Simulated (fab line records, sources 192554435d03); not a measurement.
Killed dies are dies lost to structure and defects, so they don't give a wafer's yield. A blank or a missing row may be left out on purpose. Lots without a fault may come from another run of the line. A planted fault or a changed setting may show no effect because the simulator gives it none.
fab line records | flow n5_finfet
record lots=12 wafers=35 last_day=17
route steps=1938 shown BEOL_M9@1457 BEOL_M15@1804 PASSIVATION@1936
lots that met no fault: from a run of the same line without faults
start_h: hours from the record's first day to the start of the lot's first wafer shown | wait_h: hours since the lot's step before | " the same as in the row above | L1.1+2: a row that stands for several wafers | - no value, or no start given | * or withheld: withheld | < > ~ a bound
route shown NAME@n: a module of which the file shows steps, and the number in the route of the first | usual: mean/standard deviation of fault-free wafers | same: alike in all rows | chamber/n: place in a boat | sites: the reading at each site | _std_site: their standard deviation | _edge_site: outer sites' mean less inner sites' | radius_mm: how far each site lies from the wafer's centre | mask NAME#n: copy n | behind: the tool/chamber that last shaped the wafer | hold: why the lot was held/for how many hours/how that ended | device: the transistor (n, p or np) that didn't switch | end of line: the same wafers' tests at the end of the route | a step without rows: its recipe alone | killed: dies lost to structure and defects at the first sort, not the wafer's yield | map: a wafer's dies, x killed, . not, _ none there
set.NAME: the setting as run; set.NAME@STEP: as run at that earlier step | model.NAME: the simulator's own value behind a step, which no gauge read
steps of the route over a sample of lots; a table a step, a row a wafer
services: from which hour (start_h, from the record's first day; less than 0 if before it) a tool's chamber was out of use, for how many hours, and why
## steps
# step N5_BEOL_M9_PRE_CLEAN_45
# recipe gas=H2/He time_s=30 temp_c=250
# usual heater_power_w=323/26
# columns lot.wafer tool chamber start_h wait_h heater_power_w
L131.3 pvd_sputter-03 - 201.81 0.0 329
L131.4 " - " " 333
L131.5 " - " " 327
L132.2 pvd_sputter-03 - 208.51 0.0 325
L132.4 " - " " 314
L132.6 " - " " 334
L134.1 pvd_sputter-03 - 214.55 0.0 281
L134.2 " - " " 325
L134.5 " - " " 321
L137.1 pvd_sputter-03 - 230.57 0.0 283
L137.3 " - " " 326
L137.5 " - " " 322
L136.4 pvd_sputter-03 - 238.89 0.0 331
L136.5 " - " " 290
L138.2 pvd_sputter-03 - 257.78 0.0 326
L138.4 " - " " 331
L138.6 " - " " 312
L141.2 pvd_sputter-03 - 269.70 0.0 303
L141.3 " - " " 320
L141.6 " - " " 317
L142.1 pvd_sputter-03 - 273.68 0.0 330
L142.3 " - " " 328
L142.6 " - " " 332
L143.1 pvd_sputter-01 - 275.96 0.0 324
L143.2 " - " " 379
L143.5 " - " " 384
L149.2 pvd_sputter-01 - 324.51 0.0 362
L149.3 " - " " 377
L149.5 " - " " 357
L154.1 pvd_sputter-03 - 348.46 0.0 327
L154.2 " - " " 309
L154.6 " - " " 328
L153.3 pvd_sputter-03 - 348.54 0.0 330
L153.5 " - " " 321
L153.6 " - " " 285
# step N5_BEOL_M15_CD_MEAS_28
# recipe target_cd_nm=407.6 landing_energy_ev=500 detector=se_inlens
# usual cd_nm=410.0/2
# columns lot.wafer tool chamber start_h wait_h cd_nm
L131.3 cd_sem-02 0 237.83 - 412.5
L131.4 " 0 " " 412.0
L131.5 " 0 " " 410.5
L132.2 cd_sem-01 0 250.95 - 411.4
L132.4 " 0 " " 409.8
L132.6 " 0 " " 412.7
L134.1 cd_sem-02 0 252.62 - 410.4
L134.2 " 0 " " 413.2
L134.5 " 0 " " 410.3
L137.1 cd_sem-02 0 270.79 - 407.3
L137.3 " 0 " " 406.0
L137.5 " 0 " " 410.6
L136.4 cd_sem-02 0 278.00 - 409.5
L136.5 " 0 " " 406.5
L138.2 cd_sem-02 0 297.27 - 411.4
L138.4 " 0 " " 412.3
L138.6 " 0 " " 412.2
L141.2 cd_sem-02 0 303.46 - 409.2
L141.3 " 0 " " 410.7
L141.6 " 0 " " 411.1
L143.1 cd_sem-02 0 308.22 - 409.8
L143.2 " 0 " " 411.9
L143.5 " 0 " " 408.2
L142.1 cd_sem-03 0 310.51 - 411.2
L142.3 " 0 " " 412.0
L142.6 " 0 " " 409.2
L149.2 cd_sem-01 0 361.94 - 407.7
L149.3 " 0 " " 407.3
L149.5 " 0 " " 407.6
L153.3 cd_sem-01 0 385.33 - 407.9
L153.5 " 0 " " 410.2
L153.6 " 0 " " 408.3
L154.1 cd_sem-01 0 388.68 - 409.7
L154.2 " 0 " " 408.0
L154.6 " 0 " " 407.6
# step N5_BEOL_M15_DESCUM_33
# recipe chemistry=O2 time_s=7.9 source_power_w=50 bias_power_w=20 pressure_mtorr=20 rf_frequency_hz=2.712e+07 temp_c=40 o2_flow_sccm=225
# usual bias_power_w=20.00/0.051 drypump_motor_current_A=5.94/0.28 oes_product_au=0.77/0.093 rf_vpp_V=243.1/1.2 showerhead_plenum_p_Torr=2.10/0.055 throttle_valve_pct=20.42/0.26
# columns lot.wafer tool chamber start_h wait_h bias_power_w drypump_motor_current_A oes_product_au rf_hours_counter_h rf_vpp_V showerhead_plenum_p_Torr throttle_valve_pct
L131.3 rie_diel-06 3 238.35 0.5 19.92 5.77 0.69 232 244.3 2.08 20.84
L131.4 " 1 " " 20.06 6.49 0.84 72 244.7 2.12 20.13
L131.5 " 0 " " 19.98 5.77 0.70 - 243.7 2.19 20.69
L132.2 rie_diel-03 1 251.04 0.0 19.95 5.49 0.68 227 244.4 2.05 20.71
L132.4 " 3 " " 19.97 5.81 0.69 - 243.1 2.16 20.46
L132.6 " 1 " " 20.05 5.47 0.68 - 241.2 2.05 20.70
L134.1 rie_diel-02 1 252.71 0.0 20.02 5.94 0.80 85 246.0 2.18 20.04
L134.2 " 0 " " 19.98 5.51 0.88 40 243.2 2.03 20.22
L134.5 " 2 " " 20.02 5.94 0.73 - 242.8 2.10 20.30
L137.1 rie_diel-06 3 270.88 0.0 20.03 5.80 0.69 242 242.8 2.08 20.84
L137.3 " 1 " " 20.02 6.47 0.83 82 244.0 2.11 20.14
L137.5 " 3 " " 20.07 5.80 0.69 - 243.2 2.08 20.85
L136.4 rie_diel-06 1 278.08 0.0 19.97 6.49 0.82 83 244.8 2.11 20.14
L136.5 " 3 " " 20.02 5.77 0.68 - 243.4 2.08 20.87
L138.2 rie_diel-06 0 297.47 0.1 19.97 5.78 0.68 208 244.6 2.19 20.72
L138.4 " 1 " " 19.96 6.50 0.83 89 242.9 2.11 20.14
L138.6 " 2 " " 20.00 6.01 0.68 - 242.1 2.08 20.65
L141.2 rie_diel-06 2 303.55 0.0 19.91 6.03 0.68 234 243.3 2.08 20.66
L141.3 " 1 " " 19.96 6.50 0.82 91 243.1 2.11 20.17
L141.6 " 1 " " 19.95 6.51 0.82 - 242.1 2.11 20.16
L143.1 rie_diel-06 1 308.31 0.0 20.01 6.49 0.82 94 243.1 2.11 20.16
L143.2 " 2 " " 20.03 6.05 0.67 237 243.4 2.08 20.66
L143.5 " 1 " " 20.00 6.49 0.81 - 242.5 2.11 20.17
L142.1 rie_diel-03 2 310.82 0.3 20.02 6.06 0.76 127 243.8 2.08 20.30
L142.3 " 0 " " 19.99 5.75 0.73 202 241.4 2.00 20.62
L142.6 " 0 " " 20.01 5.74 0.73 - 241.2 2.00 20.61
L149.2 rie_diel-03 3 362.04 0.0 19.95 5.81 0.89 24 242.6 2.15 20.03
L149.3 " 1 " " 19.99 5.48 0.97 4 241.9 2.04 20.30
L149.5 " 2 " " 19.94 6.05 0.76 - 242.2 2.08 20.33
L153.3 rie_diel-03 0 385.65 0.3 19.96 5.72 0.71 226 241.1 1.99 20.63
L153.5 " 3 " " 19.98 5.81 0.88 - 242.7 2.15 20.00
L153.6 " 0 " " 20.04 5.72 0.72 - 241.8 1.99 20.66
L154.1 rie_diel-06 0 388.90 0.2 19.93 5.78 0.67 238 243.8 2.18 20.76
L154.2 " 1 " " 19.96 6.49 0.78 120 242.5 2.10 20.19
L154.6 " 3 " " 19.99 5.78 0.94 - 241.4 2.07 20.56
# step N5_PASSIVATION_PROBE_49
# usual defect_limited_yield=91.1/1.5 killed_at_M0_to_M3=35/11 killed_at_M4_up=13/5.7 killed_at_contacts=12/5.7 killed_at_front_end=40/11 killed_at_other=4/4.4 killed_dies=105/18 killed_open=68/14 killed_short=34/7.4 sort_bin_5_function=5.2/1 sort_bin_6_memory=3.3/0.67 sort_bin_8_speed=0.04/0.29 sort_n_pass=1074/18 sort_yield_pct=91.0/1.5
# same gross_dies=1180 killed_at_back_side=0 sort_bin_4_leakage[%]=0
# columns lot.wafer tool chamber start_h wait_h defect_limited_yield[%] killed_at_M0_to_M3 killed_at_M4_up killed_at_contacts killed_at_front_end killed_at_other killed_dies killed_open killed_short sort_bin_5_function[%] sort_bin_6_memory[%] sort_bin_8_speed[%] sort_n_pass sort_yield_pct[%]
L138.2 prober-01 - 313.18 0.1 80.5 37 129 15 48 1 230 76 28 12.2 4.3 0 950 80.5
L138.4 prober-01 - 313.28 0.2 81.9 29 128 6 48 2 213 77 27 12.5 4.0 0 967 81.9
L138.6 prober-01 - 313.38 0.3 84.1 46 87 5 48 2 188 58 45 8.6 4.7 0 992 84.1
L141.2 prober-01 - 320.56 0.1 84.9 30 89 12 45 2 178 68 28 9.2 4.0 0 1002 84.9
L141.3 prober-01 - 320.61 0.1 82.6 24 120 4 56 1 205 69 24 11.3 4.2 0 975 82.6
L141.6 prober-01 - 320.76 0.3 86.7 26 89 9 33 0 157 60 18 8.3 3.2 0 1023 86.7
L142.1 prober-02 - 332.75 0.0 84.7 13 135 1 26 5 180 33 20 9.8 3.6 0.08 999 84.7
L142.3 prober-02 - 332.85 0.1 85.4 15 114 9 31 3 172 47 22 10.0 2.9 0 1008 85.4
L142.6 prober-02 - 333.00 0.3 85.8 11 116 11 28 1 167 44 20 8.7 3.6 0 1013 85.8
# killed by level:class
L138.2 BEOL_M9:unspecified=118 MOL_CONTACT_COAG:geometric_particle:open=15 FIN_SAQP:geometric_particle:open=13 BEOL_M3:geometric_particle:open=10 STI_FIN_REVEAL:geometric_particle:open=9 BEOL_M0_SAQP:geometric_particle:open=9 BEOL_M0_SAQP:geometric_particle:short=6 HKMG_FIN:area_etch=6
L138.4 BEOL_M9:unspecified=107 FIN_SAQP:geometric_particle:open=14 BEOL_M4:geometric_particle:open=10 BEOL_M3:geometric_particle:open=9 STI_FIN_REVEAL:geometric_particle:open=8 FIN_SAQP:geometric_particle:short=5 BEOL_M0_SAQP:geometric_particle:open=5 BEOL_M0_SAQP:geometric_particle:short=5
L138.6 BEOL_M9:unspecified=82 FIN_SAQP:geometric_particle:short=15 BEOL_M0_SAQP:geometric_particle:short=8 BEOL_M0_SAQP:geometric_particle:open=8 BEOL_M3:geometric_particle:open=8 BEOL_M1:geometric_particle:open=7 FIN_SAQP:geometric_particle:open=7 DUMMY_GATE:geometric_particle:open=4
L141.2 BEOL_M9:unspecified=80 STI_FIN_REVEAL:geometric_particle:open=20 MOL_CONTACT_COAG:geometric_particle:open=10 BEOL_M0_SAQP:geometric_particle:short=8 BEOL_M0_SAQP:geometric_particle:open=6 BEOL_M1:geometric_particle:open=6 BEOL_M2:geometric_particle:open=5 FIN_SAQP:geometric_particle:open=4
L141.3 BEOL_M9:unspecified=111 STI_FIN_REVEAL:geometric_particle:open=30 FIN_SAQP:geometric_particle:open=10 BEOL_M0_SAQP:geometric_particle:short=7 STI_FIN_REVEAL:geometric_particle:short=6 BEOL_M0_SAQP:geometric_particle:open=5 BEOL_M1:geometric_particle:open=4 FIN_CUT:geometric_particle:short=3
L141.6 BEOL_M9:unspecified=78 STI_FIN_REVEAL:geometric_particle:open=10 BEOL_M2:geometric_particle:open=9 MOL_CONTACT_COAG:geometric_particle:open=8 DUMMY_GATE:geometric_particle:open=7 BEOL_M0_SAQP:geometric_particle:short=7 BEOL_M0_SAQP:geometric_particle:open=6 BEOL_M5:geometric_particle:open=4
L142.1 BEOL_M9:unspecified=127 FIN_SAQP:geometric_particle:short=7 BEOL_M1:geometric_particle:open=6 FIN_SAQP:geometric_particle:open=5 BEOL_M0_SAQP:geometric_particle:open=3 BEOL_M4:geometric_particle:open=3 STARTING-WAFER:geometric_particle:open=3 DUMMY_GATE:geometric_particle:open=2
L142.3 BEOL_M9:unspecified=102 STI_FIN_REVEAL:geometric_particle:open=10 MOL_CONTACT_COAG:geometric_particle:open=7 BEOL_M4:geometric_particle:open=7 STI_FIN_REVEAL:geometric_particle:short=5 BEOL_M0_SAQP:geometric_particle:short=5 BEOL_M0_SAQP:geometric_particle:open=4 GATE_CUT:geometric_particle:short=4
L142.6 BEOL_M9:unspecified=102 MOL_CONTACT_COAG:geometric_particle:open=9 BEOL_M4:geometric_particle:open=9 STI_FIN_REVEAL:geometric_particle:open=8 FIN_SAQP:geometric_particle:short=7 BEOL_M0_SAQP:geometric_particle:open=4 FIN_SAQP:geometric_particle:open=3 STI_FIN_REVEAL:geometric_particle:short=3
## services
# columns tool chamber start_h hours kind
rie_diel-03 - 220.73 0.9 repair
rie_diel-02 3 229.20 1.3 repair
rie_diel-03 0 237.94 16.9 repair
rie_diel-03 3 265.27 - clean
rie_diel-03 3 265.27 - consumable_replace:esc
rie_diel-03 3 265.27 - consumable_replace:focus_ring
rie_diel-03 3 265.27 20.3 scheduled_down
rie_diel-03 3 265.27 20.3 vent_cycle
rie_diel-06 3 300.38 - clean
rie_diel-06 3 300.38 - consumable_replace:focus_ring
rie_diel-06 3 300.38 24.3 scheduled_down
rie_diel-06 3 300.38 24.3 vent_cycle
rie_diel-03 1 324.62 - clean
rie_diel-03 1 324.62 - consumable_replace:focus_ring
rie_diel-03 1 324.62 24.0 scheduled_down
rie_diel-03 1 324.62 24.0 vent_cycle
rie_diel-02 2 343.65 3.2 repair
rie_diel-06 2 347.95 - clean
rie_diel-06 2 347.95 - consumable_replace:focus_ring
rie_diel-06 2 347.95 19.7 scheduled_down
rie_diel-06 2 347.95 19.7 vent_cycle
pvd_sputter-03 - 366.40 10.0 repair
rie_diel-03 1 367.60 2.7 repair
rie_diel-02 0 372.38 12.3 repair
## key
first_sign step=N5_PASSIVATION_PROBE_49 reading=killed_at_M4_up direction=up sigmas=17 usual=13 struck=112
effect step=N5_PASSIVATION_PROBE_49 reading=defect_limited_yield direction=down sigmas=4.7 usual=91.1 struck=84.1
more_kills_born_at N5_BEOL_M9_PRE_CLEAN_45@pvd_sputter-03=907
met_at N5_BEOL_M9_PRE_CLEAN_45
struck_lots L138,L141,L142
not_acting_at N5_BEOL_M15_CD_MEAS_28,N5_BEOL_M15_DESCUM_33
onset_between 238.89 257.78
fault kind=chamber_particle_source tool=pvd_sputter-03 chamber=- onset_h=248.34 steps=N5_BEOL_M9_PRE_CLEAN_45 rate_per_visit_cm2=0.75247 end_h=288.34
